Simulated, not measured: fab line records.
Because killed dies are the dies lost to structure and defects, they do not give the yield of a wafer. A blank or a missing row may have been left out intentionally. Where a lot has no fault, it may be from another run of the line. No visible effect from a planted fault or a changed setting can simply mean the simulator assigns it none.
Lot-split experiment | flow n5_finfet | 7 lots, 21 wafers read, on a route of 1938 steps

== THE SPLIT ==
At N5_BEOL_M5_VIA_ETCH_34 (etches SiCOH lowk in C4F6/O2, target depth 88.3 nm, time 39.2 s), the setting source_w was moved away from the recipe's 345 W on 8 of the 21 wafers read, by -17.8% to +12.2%. The other wafers ran this setting at the recipe's value.

The split's own step is where the reading is taken.

== THE READING ==
etch.depth_nm (the simulator's own value, which no gauge read), in nm, at N5_BEOL_M5_VIA_ETCH_34 (etches SiCOH lowk in C4F6/O2, target depth 88.3 nm, time 39.2 s). The file gives no usual value for it. Here, 13 wafers ran the recipe; their average is 88.60 nm with a standard deviation of 1.4 nm.

wafer  | tool, chamber at the split | source_w as run, W | against the recipe | etch.depth_nm, nm | against lot-mates on the recipe
L077.1 | rie_diel-01, 1             | 329.2              | -4.6%              | 84.45             | -3.88
L077.4 | rie_diel-01, 3             | 345                | recipe             | 88.84             | -
L077.5 | rie_diel-01, 0             | 345                | recipe             | 87.81             | -
L081.2 | rie_diel-03, 2             | 345                | recipe             | 89.29             | -
L081.4 | rie_diel-03, 3             | 384                | +11.3%             | 93.94             | +4.65
L081.6 | rie_diel-03, 3             | 384                | +11.3%             | 93.5              | +4.21
L083.2 | rie_diel-03, 0             | 387.2              | +12.2%             | 93.14             | +3.42
L083.5 | rie_diel-03, 3             | 345                | recipe             | 90.6              | -
L083.6 | rie_diel-03, 0             | 345                | recipe             | 88.84             | -
L084.2 | rie_diel-03, 3             | 345                | recipe             | 88.54             | -
L084.3 | rie_diel-03, 0             | 345                | recipe             | 88.48             | -
L084.4 | rie_diel-03, 1             | 382.9              | +11.0%             | 92.5              | +3.99
L086.3 | rie_diel-03, 2             | 345                | recipe             | 87.16             | -
L086.4 | rie_diel-03, 3             | 283.5              | -17.8%             | 82.46             | -4.70
L086.5 | rie_diel-03, 1             | 283.5              | -17.8%             | 81.18             | -5.98
L089.1 | rie_diel-02, 0             | 345                | recipe             | 85.8              | -
L089.5 | rie_diel-02, 3             | 345                | recipe             | 87.12             | -
L089.6 | rie_diel-02, 2             | 345                | recipe             | 88.55             | -
L097.1 | rie_diel-01, 3             | 311.1              | -9.8%              | 85.83             | -4.53
L097.3 | rie_diel-01, 2             | 345                | recipe             | 89.85             | -
L097.6 | rie_diel-01, 1             | 345                | recipe             | 90.87             | -

FIT RESULTS
A straight line over all 21 wafers: etch.depth_nm changes by +0.393 nm for each +1% of source_w; r = +0.93; the points scatter about the line by 1.3 nm.
The same after taking each lot's own level away (the mean of its wafers on the recipe; 21 wafers): +0.343 nm for each +1%; r = +0.95; scatter 0.93 nm.
Per that fit: largest source_w move, reading shift of 6.1 nm.
Measured against the standard deviation above, the lots' own levels, which go from 87.157 to 90.360 nm, span 2.4 times it.
Hence the slope depends on the lot-to-lot level, as the two fits are not the same.
Check: for one of the wafers moved furthest among these (-17.8%), held out of the fit, the line's prediction against its lot-mates is -6.78 nm. Against them it came out at -4.7 nm.

== ADDITIONAL SPLITS CARRIED BY THESE WAFERS ==
Before the reading, these wafers also passed through other splits. Each is held against what the fit with the lots' levels taken away leaves over:
other split on the same wafers | wafers away from the commonest value | r with etch.depth_nm (lot level and that fit taken away)
N5_BEOL_M3_VIA_ETCH_34 time_s  | 9                                    | -0.05
N5_BEOL_M4_COAT_05 spin_rpm    | 3                                    | -0.10
N5_BEOL_M4_DESCUM_16 time_s    | 8                                    | +0.20
N5_BEOL_M4_COAT_22 spin_rpm    | 5                                    | -0.23
N5_BEOL_M4_EXPOSE_25 dose_mj   | 8                                    | +0.23

== THE FILE'S OWN FIT ==
etch.depth_nm changes by +0.352 nm for each +1% of source_w, r = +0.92.
